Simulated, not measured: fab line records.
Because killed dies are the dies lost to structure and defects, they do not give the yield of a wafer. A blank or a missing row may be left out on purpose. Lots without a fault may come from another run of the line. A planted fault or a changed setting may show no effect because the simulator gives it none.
Split-lot experiment || flow n5Finfet || 21 wafers read from 7 lots, route of 1938 steps

== ABOUT THE SPLIT ==
At N5_HKMG_FIN_ETCH_55 (etches SOC in N2/H2, target depth 240 nm, time 300 s), the setting timeS was moved away from the recipe's 300 s on 3 of the 21 wafers read, by +12.0% to +14.8%. This setting was run at the recipe's value on the other wafers.

The reading comes from the split's own step.

== THE READING ==
SiARC_of_HKMG_FIN_COAT_42.thkNm (the simulator's own value, which no gauge read), in nm, at N5_HKMG_FIN_ETCH_55 (etches SOC in N2/H2, target depth 240 nm, time 300 s). No usual value for it is given in the file. Average 21.2 nm, standard deviation 0.29 nm, over the 18 wafers here run with the recipe.

{"wafer": "L074.1", "tool, chamber at the split": "rieDiel-05, 3", "timeS as run, s": 300, "against the recipe": "recipe", "SiARC_of_HKMG_FIN_COAT_42.thkNm, nm": 21.4, "against lot-mates on the recipe": "-"}
{"wafer": "L074.3", "tool, chamber at the split": "rieDiel-05, 2", "timeS as run, s": 300, "against the recipe": "recipe", "SiARC_of_HKMG_FIN_COAT_42.thkNm, nm": 20.8, "against lot-mates on the recipe": "-"}
{"wafer": "L074.5", "tool, chamber at the split": "rieDiel-05, 3", "timeS as run, s": 300, "against the recipe": "recipe", "SiARC_of_HKMG_FIN_COAT_42.thkNm, nm": 21.4, "against lot-mates on the recipe": "-"}
{"wafer": "L075.1", "tool, chamber at the split": "rieDiel-01, 2", "timeS as run, s": 300, "against the recipe": "recipe", "SiARC_of_HKMG_FIN_COAT_42.thkNm, nm": 21.4, "against lot-mates on the recipe": "-"}
{"wafer": "L075.3", "tool, chamber at the split": "rieDiel-01, 3", "timeS as run, s": 300, "against the recipe": "recipe", "SiARC_of_HKMG_FIN_COAT_42.thkNm, nm": 21.2, "against lot-mates on the recipe": "-"}
{"wafer": "L075.6", "tool, chamber at the split": "rieDiel-01, 0", "timeS as run, s": 300, "against the recipe": "recipe", "SiARC_of_HKMG_FIN_COAT_42.thkNm, nm": 21.2, "against lot-mates on the recipe": "-"}
{"wafer": "L076.3", "tool, chamber at the split": "rieDiel-01, 1", "timeS as run, s": 300, "against the recipe": "recipe", "SiARC_of_HKMG_FIN_COAT_42.thkNm, nm": 21, "against lot-mates on the recipe": "-"}
{"wafer": "L076.5", "tool, chamber at the split": "rieDiel-01, 2", "timeS as run, s": 300, "against the recipe": "recipe", "SiARC_of_HKMG_FIN_COAT_42.thkNm, nm": 21.4, "against lot-mates on the recipe": "-"}
{"wafer": "L076.6", "tool, chamber at the split": "rieDiel-01, 3", "timeS as run, s": 300, "against the recipe": "recipe", "SiARC_of_HKMG_FIN_COAT_42.thkNm, nm": 21, "against lot-mates on the recipe": "-"}
{"wafer": "L079.1", "tool, chamber at the split": "rieDiel-01, 1", "timeS as run, s": 336, "against the recipe": "+12.0%", "SiARC_of_HKMG_FIN_COAT_42.thkNm, nm": 19.2, "against lot-mates on the recipe": -1.8}
{"wafer": "L079.5", "tool, chamber at the split": "rieDiel-01, 0", "timeS as run, s": 336, "against the recipe": "+12.0%", "SiARC_of_HKMG_FIN_COAT_42.thkNm, nm": 19.2, "against lot-mates on the recipe": -1.8}
{"wafer": "L079.6", "tool, chamber at the split": "rieDiel-01, 1", "timeS as run, s": 300, "against the recipe": "recipe", "SiARC_of_HKMG_FIN_COAT_42.thkNm, nm": 21, "against lot-mates on the recipe": "-"}
{"wafer": "L089.2", "tool, chamber at the split": "rieDiel-02, 2", "timeS as run, s": 300, "against the recipe": "recipe", "SiARC_of_HKMG_FIN_COAT_42.thkNm, nm": 22, "against lot-mates on the recipe": "-"}
{"wafer": "L089.4", "tool, chamber at the split": "rieDiel-02, 3", "timeS as run, s": 300, "against the recipe": "recipe", "SiARC_of_HKMG_FIN_COAT_42.thkNm, nm": 21.2, "against lot-mates on the recipe": "-"}
{"wafer": "L089.5", "tool, chamber at the split": "rieDiel-02, 3", "timeS as run, s": 300, "against the recipe": "recipe", "SiARC_of_HKMG_FIN_COAT_42.thkNm, nm": 21, "against lot-mates on the recipe": "-"}
{"wafer": "L091.1", "tool, chamber at the split": "rieDiel-05, 2", "timeS as run, s": 300, "against the recipe": "recipe", "SiARC_of_HKMG_FIN_COAT_42.thkNm, nm": 21, "against lot-mates on the recipe": "-"}
{"wafer": "L091.3", "tool, chamber at the split": "rieDiel-05, 3", "timeS as run, s": 300, "against the recipe": "recipe", "SiARC_of_HKMG_FIN_COAT_42.thkNm, nm": 21.4, "against lot-mates on the recipe": "-"}
{"wafer": "L091.5", "tool, chamber at the split": "rieDiel-05, 3", "timeS as run, s": 344.5, "against the recipe": "+14.8%", "SiARC_of_HKMG_FIN_COAT_42.thkNm, nm": 19.4, "against lot-mates on the recipe": -1.8}
{"wafer": "L096.2", "tool, chamber at the split": "rieDiel-02, 1", "timeS as run, s": 300, "against the recipe": "recipe", "SiARC_of_HKMG_FIN_COAT_42.thkNm, nm": 21, "against lot-mates on the recipe": "-"}
{"wafer": "L096.3", "tool, chamber at the split": "rieDiel-02, 2", "timeS as run, s": 300, "against the recipe": "recipe", "SiARC_of_HKMG_FIN_COAT_42.thkNm, nm": 21.8, "against lot-mates on the recipe": "-"}
{"wafer": "L096.5", "tool, chamber at the split": "rieDiel-02, 3", "timeS as run, s": 300, "against the recipe": "recipe", "SiARC_of_HKMG_FIN_COAT_42.thkNm, nm": 21.2, "against lot-mates on the recipe": "-"}

FIT RESULTS
A straight line over all 21 wafers: SiARC_of_HKMG_FIN_COAT_42.thkNm changes by -0.15 nm for each +1% of timeS; r = -0.92; the points scatter about the line by 0.31 nm.
The same after taking each lot's own level away (the mean of its wafers on the recipe; 21 wafers): -0.137 nm for each +1%; r = -0.92; scatter 0.28 nm.
The reading moves by 2 nm for the largest change in timeS, on that fit.
The span of the lots' own levels, 21.00 to 21.40 nm, comes to 1.4 times the standard deviation stated above.
The two slopes agree, so the slope changes little with the lot-to-lot level.
Check: with one of the wafers moved furthest among these (+14.8%) left out of the fit, the line predicts -2.22 nm for it against its lot-mates. It came out at -1.8 nm against them.

== THE OTHER SPLITS THESE WAFERS WENT THROUGH ==
Note: prior to the reading, these wafers also went through further splits. Each is held against what the fit with the lots' levels taken away leaves over:
{"other split on the same wafers": "N5_SD_EPI_N_DEVELOP_08 developTimeS", "wafers away from the commonest value": 8, "r with SiARC_of_HKMG_FIN_COAT_42.thkNm (lot level and that fit taken away)": -0.10}
{"other split on the same wafers": "N5_SD_EPI_P_ETCH_16 targetDepthA", "wafers away from the commonest value": 7, "r with SiARC_of_HKMG_FIN_COAT_42.thkNm (lot level and that fit taken away)": -0.10}
{"other split on the same wafers": "N5_SD_EPI_P_EPI_21 tempC", "wafers away from the commonest value": 6, "r with SiARC_of_HKMG_FIN_COAT_42.thkNm (lot level and that fit taken away)": "+0.03"}
{"other split on the same wafers": "N5_SDB_ETCH_17 biasW", "wafers away from the commonest value": 7, "r with SiARC_of_HKMG_FIN_COAT_42.thkNm (lot level and that fit taken away)": "+0.12"}
{"other split on the same wafers": "N5_SDB_CUT_ETCH_26 icpW", "wafers away from the commonest value": 8, "r with SiARC_of_HKMG_FIN_COAT_42.thkNm (lot level and that fit taken away)": "+0.28"}
{"other split on the same wafers": "N5_HKMG_FIN_PEB_47 pebTimeS", "wafers away from the commonest value": 8, "r with SiARC_of_HKMG_FIN_COAT_42.thkNm (lot level and that fit taken away)": "+0.02"}

== THE WHOLE CHAIN: every reading that the file lists as answering this split, in the file's order ==
{"step": "N5_HKMG_FIN_ETCH_55", "what it does": "etches SOC in N2/H2, target depth 240 nm, time 300 s", "reading": "HKMG_FIN.featureDepthNm (the simulator's own value, which no gauge read)", "change (the file's fit)": "+2.42 nm for each +1% of the setting", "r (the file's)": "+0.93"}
{"step": "N5_HKMG_FIN_ETCH_55", "what it does": "etches SOC in N2/H2, target depth 240 nm, time 300 s", "reading": "etch.depthNm (the simulator's own value, which no gauge read)", "change (the file's fit)": "+2.42 nm for each +1% of the setting", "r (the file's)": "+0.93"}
{"step": "N5_HKMG_FIN_ETCH_55", "what it does": "etches SOC in N2/H2, target depth 240 nm, time 300 s", "reading": "SiARC_of_HKMG_FIN_COAT_42.thkNm (the simulator's own value, which no gauge read)", "change (the file's fit)": "-0.133 nm for each +1% of the setting", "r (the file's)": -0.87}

== FILE'S OWN FIT ==
SiARC_of_HKMG_FIN_COAT_42.thkNm changes by -0.133 nm for each +1% of timeS, r = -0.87.
